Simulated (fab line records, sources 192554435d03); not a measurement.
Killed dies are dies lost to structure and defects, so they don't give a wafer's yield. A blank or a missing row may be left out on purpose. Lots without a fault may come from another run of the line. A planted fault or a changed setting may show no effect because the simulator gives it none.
Which tool did it? | flow n5_finfet | 9 lots, 27 wafers sampled, at 7 steps of a route of 1938

WHAT THE GAUGES READ, wafer by wafer
N5_GATE_CUT_INSPECT_26: inspects for defects (darkfield). Usual: raw_defect_count 37, standard deviation 16.
lot  | measured     | on                | raw_defect_count | flag
L332 | day 4 22:09  | defect_inspect-01 | 33 60 32         |
L335 | day 5 18:50  | defect_inspect-02 | 497 487 474      | OFF
L337 | day 6 06:40  | defect_inspect-02 | 508 539 477      | OFF
L345 | day 8 07:58  | defect_inspect-02 | 27 26 25         |
L346 | day 8 13:34  | defect_inspect-02 | 17 40 14         |
L347 | day 8 20:55  | defect_inspect-01 | 44 104 74        |
L350 | day 9 13:51  | defect_inspect-01 | 28 22 51         |
L352 | day 9 23:54  | defect_inspect-01 | 35 36 46         |
L353 | day 10 08:14 | defect_inspect-02 | 27 31 41         |

N5_MOL_CONTACT_COAG_INSPECT_10: inspects for defects (brightfield). Usual: raw_defect_count 67, standard deviation 27.
lot  | measured     | on                | raw_defect_count | flag
L332 | day 4 22:41  | defect_inspect-02 | 72 111 55        |
L335 | day 5 19:13  | defect_inspect-02 | 521 499 491      | OFF
L337 | day 6 07:11  | defect_inspect-02 | 554 560 498      | OFF
L345 | day 8 08:29  | defect_inspect-01 | 55 55 60         |
L346 | day 8 13:57  | defect_inspect-01 | 45 55 32         |
L347 | day 8 21:19  | defect_inspect-02 | 85 220 113       |
L350 | day 9 14:14  | defect_inspect-01 | 59 49 87         |
L352 | day 10 00:17 | defect_inspect-02 | 67 60 79         |
L353 | day 10 08:44 | defect_inspect-01 | 53 48 62         |

N5_BEOL_M4_RC_MEAS_101. Usual: DIBL_N 37.0 mV/V, standard deviation 1.7; DIBL_P 36.7 mV/V, standard deviation 2; IOFF_N 0.17 nA/um, standard deviation 0.035; IOFF_P 0.22 nA/um, standard deviation 0.035; ION_N 672 uA/um, standard deviation 12; ION_P 461 uA/um, standard deviation 7.5; SS_N 71.6 mV/dec, standard deviation 0.67; SS_P 73.4 mV/dec, standard deviation 0.64; VT_N 250 mV, standard deviation 3.5; VT_P -250 mV, standard deviation 3.5.
lot  | measured     | on        | DIBL_N (mV/V)  | DIBL_P (mV/V)  | IOFF_N (nA/um) | IOFF_P (nA/um) | ION_N (uA/um) | ION_P (uA/um) | SS_N (mV/dec)  | SS_P (mV/dec)  | VT_N (mV)   | VT_P (mV)      | flag
L332 | day 8 00:55  | prober-01 | 37.2 34.5 34.7 | 36.6 33.5 33.6 | 0.19 0.13 0.14 | 0.27 0.20 0.22 | 692 663 663   | 476 461 469   | 72.1 71.3 71.2 | 73.0 72.5 73.0 | 249 252 249 | -242 -246 -246 |
L335 | day 9 00:58  | prober-01 | 37.8 36.9 35.3 | 36.6 35.6 33.9 | 0.17 0.15 0.12 | 0.21 0.19 0.18 | 675 657 650   | 459 451 447   | 71.3 71.4 70.9 | 73.5 73.4 72.8 | 247 247 252 | -249 -249 -250 |
L337 | day 9 04:19  | prober-01 | 38.4 39.2 39.6 | 39.0 38.8 39.8 | 0.19 0.20 0.21 | 0.27 0.25 0.27 | 665 668 658   | 464 449 454   | 72.2 72.3 72.4 | 73.6 74.1 74.5 | 247 249 247 | -248 -249 -250 |
L345 | day 11 07:40 | prober-02 | 34.9 34.1 34.5 | 35.6 33.8 35.1 | 0.14 0.11 0.13 | 0.21 0.17 0.20 | 669 648 661   | 461 449 462   | 70.5 70.7 70.4 | 73.5 73.0 73.3 | 251 256 252 | -250 -253 -249 |
L346 | day 11 10:03 | prober-02 | 37.9 37.5 35.4 | 37.6 37.4 35.6 | 0.20 0.17 0.14 | 0.24 0.24 0.21 | 662 668 665   | 461 462 464   | 72.1 71.8 71.1 | 73.2 73.2 73.1 | 247 249 251 | -247 -250 -249 |
L347 | day 11 17:05 | prober-02 | 36.5 37.1 41.1 | 36.5 36.3 40.7 | 0.17 0.16 0.27 | 0.24 0.23 0.32 | 683 679 688   | 469 467 470   | 71.2 70.8 72.2 | 73.5 72.1 74.2 | 249 248 241 | -243 -248 -242 |
L350 | day 13 08:39 | prober-01 | 39.6 37.1 37.6 | 42.4 39.0 39.3 | 0.21 0.16 0.15 | 0.29 0.22 0.22 | 678 670 666   | 466 467 452   | 72.8 71.3 72.0 | 73.9 73.5 73.6 | 247 250 251 | -248 -248 -249 |
L352 | day 13 14:22 | prober-02 | 36.6 39.4 38.0 | 36.8 40.1 38.7 | 0.13 0.18 0.15 | 0.17 0.21 0.19 | 658 662 664   | 447 452 454   | 71.6 72.6 71.6 | 73.4 73.8 74.3 | 256 249 253 | -257 -251 -254 |
L353 | day 14 10:43 | prober-02 | 35.5 36.0 35.8 | 34.4 35.2 34.2 | 0.15 0.16 0.14 | 0.20 0.22 0.20 | 675 678 664   | 467 466 461   | 72.0 71.8 71.2 | 73.6 73.5 73.1 | 250 246 251 | -250 -249 -252 |

WHICH TOOL RAN EACH LOT (tool, then ch and the chambers of the sampled wafers, then the start)
lot  | N5_GATE_CUT_VAPOR_ETCH_48         | N5_GATE_CUT_VAPOR_ETCH_51         | N5_GATE_CUT_ALD_22               | N5_GATE_CUT_CMP_61
L332 | rie_metal-03 ch 0, day 4 18:46    | rie_metal-03 ch 0, day 4 18:50    | ald_sin-04 ch 0,2, day 4 19:32   | cmp-02 ch 0,1,2, day 4 21:55
L335 | rie_metal-01 ch 0,1, day 5 16:03  | rie_metal-01 ch 0,1, day 5 16:07  | ald_sin-02 ch 0,3, day 5 16:18   | cmp-02 ch 0,1,3, day 5 18:36
L337 | rie_metal-02 ch 0,1, day 6 03:37  | rie_metal-02 ch 0,1, day 6 03:41  | ald_sin-02 ch 0,1,3, day 6 03:53 | cmp-02 ch 0,1, day 6 06:11
L345 | rie_metal-02 ch 0,1, day 8 05:01  | rie_metal-02 ch 0,1, day 8 05:05  | ald_sin-02 ch 0,1,2, day 8 05:18 | cmp-03 ch 0,2,3, day 8 07:44
L346 | rie_metal-02 ch 0,1, day 8 08:08  | rie_metal-02 ch 0,1, day 8 08:12  | ald_sin-04 ch 0,2,3, day 8 11:02 | cmp-04 ch 0,2,3, day 8 13:20
L347 | rie_metal-01 ch 0, day 8 17:19    | rie_metal-01 ch 0, day 8 17:26    | ald_sin-04 ch 0,1,3, day 8 18:23 | cmp-04 ch 0,1,3, day 8 20:41
L350 | rie_metal-02 ch 1, day 9 11:04    | rie_metal-02 ch 1, day 9 11:07    | ald_sin-02 ch 0,1, day 9 11:19   | cmp-02 ch 0,1,3, day 9 13:39
L352 | rie_metal-02 ch 0,1, day 9 21:07  | rie_metal-02 ch 0,1, day 9 21:10  | ald_sin-02 ch 0,2,3, day 9 21:22 | cmp-02 ch 0,2,3, day 9 23:43
L353 | rie_metal-03 ch 0,1, day 10 05:27 | rie_metal-03 ch 0,1, day 10 05:31 | ald_sin-04 ch 0,2, day 10 05:42  | cmp-02 ch 2,3, day 10 08:00
- N5_GATE_CUT_VAPOR_ETCH_48: etches TiN in BCl3/Cl2.
- N5_GATE_CUT_VAPOR_ETCH_51: etches HfO2 in BCl3/Cl2.
- N5_GATE_CUT_ALD_22: deposits SiNx, target thk 16 nm, pulse time 1 s, ald cycles 320.
- N5_GATE_CUT_CMP_61: polishes, stops on SiNx, t overpolish 3 s.

WHAT THE TOOLS THEMSELVES READ (means of the sampled wafers that have a number; where no wafer has one, the mark that the record gives instead)
N5_GATE_CUT_VAPOR_ETCH_48. Usual: drypump_motor_current_A 6.0 A, standard deviation 0.42; oes_product_au 0.76 a.u., standard deviation 0.081.
lot  | tool         | drypump_motor_current_A (A) | oes_product_au (a.u.) | flag
L332 | rie_metal-03 | 6.5                         | 0.72                  |
L335 | rie_metal-01 | 6.0                         | 0.70                  |
L337 | rie_metal-02 | 6.2                         | 0.78                  |
L345 | rie_metal-02 | 6.0                         | 0.82                  |
L346 | rie_metal-02 | 6.0                         | 0.82                  |
L347 | rie_metal-01 | 5.8                         | 0.65                  |
L350 | rie_metal-02 | 5.7                         | 0.86                  |
L352 | rie_metal-02 | 6.0                         | 0.80                  |
L353 | rie_metal-03 | 6.2                         | 0.74                  |

N5_GATE_CUT_VAPOR_ETCH_51. Usual: drypump_motor_current_A 6.0 A, standard deviation 0.42; oes_product_au 0.76 a.u., standard deviation 0.08.
lot  | tool         | drypump_motor_current_A (A) | oes_product_au (a.u.) | flag
L332 | rie_metal-03 | 6.6                         | 0.72                  |
L335 | rie_metal-01 | 6.0                         | 0.69                  |
L337 | rie_metal-02 | 6.2                         | 0.78                  |
L345 | rie_metal-02 | 6.0                         | 0.82                  |
L346 | rie_metal-02 | 6.0                         | 0.81                  |
L347 | rie_metal-01 | 5.8                         | 0.66                  |
L350 | rie_metal-02 | 5.7                         | 0.86                  |
L352 | rie_metal-02 | 6.0                         | 0.80                  |
L353 | rie_metal-03 | 6.2                         | 0.74                  |

N5_GATE_CUT_ALD_22. Usual: heater_power_w 836 W, standard deviation 110; precursor_pulse_height_rel 1.001, standard deviation 0.019.
lot  | tool       | heater_power_w (W) | precursor_pulse_height_rel | flag
L332 | ald_sin-04 | 725                | 1.026                      |
L335 | ald_sin-02 | 875                | 1.000                      |
L337 | ald_sin-02 | 802                | 0.983                      |
L345 | ald_sin-02 | 808                | 0.991                      |
L346 | ald_sin-04 | 789                | 0.997                      |
L347 | ald_sin-04 | 767                | 1.015                      |
L350 | ald_sin-02 | 787                | 0.994                      |
L352 | ald_sin-02 | 845                | 0.995                      |
L353 | ald_sin-04 | 730                | 0.995                      |

N5_GATE_CUT_CMP_61. Usual: motor_current_A 12.3 A, standard deviation 1.5; slurry_filter_dp_kPa 13.50 kPa, standard deviation 0.14.
lot  | tool   | motor_current_A (A) | slurry_filter_dp_kPa (kPa) | flag
L332 | cmp-02 | 11.8                | 13.42                      |
L335 | cmp-02 | 12.0                | 13.48                      |
L337 | cmp-02 | 12.0                | 13.63                      |
L345 | cmp-03 | 15.1                | 13.50                      |
L346 | cmp-04 | 11.6                | 13.58                      |
L347 | cmp-04 | 11.5                | 13.56                      |
L350 | cmp-02 | 11.7                | 13.60                      |
L352 | cmp-02 | 11.9                | 13.44                      |
L353 | cmp-02 | 11.9                | 13.57                      |

THE ANSWER, worked out from the rows above alone
Rule: a lot is off if the mean of its wafers that have a number lies more than 3 standard deviations from the usual mean. A lot without any number at a reading at which 4 lots or more have one is off too. The other lots that the step has rows for count as sound. The gauges are gone through in route order, then the tools' own readings, and for those a lot's mean is taken as printed above. The first step at which some lot is off is used, and at that step the reading that is off furthest; a lot without a number counts as furthest.
Off: L335, L337, at N5_GATE_CUT_INSPECT_26 (raw_defect_count).
A tool fits if, at a process step before that reading, it ran every lot that is off, and no sound lot after the first of them. The gauges at N5_GATE_CUT_INSPECT_26 are tried like those tools. None of those tried fits.

WHAT THE SIMULATOR HAD PUT IN
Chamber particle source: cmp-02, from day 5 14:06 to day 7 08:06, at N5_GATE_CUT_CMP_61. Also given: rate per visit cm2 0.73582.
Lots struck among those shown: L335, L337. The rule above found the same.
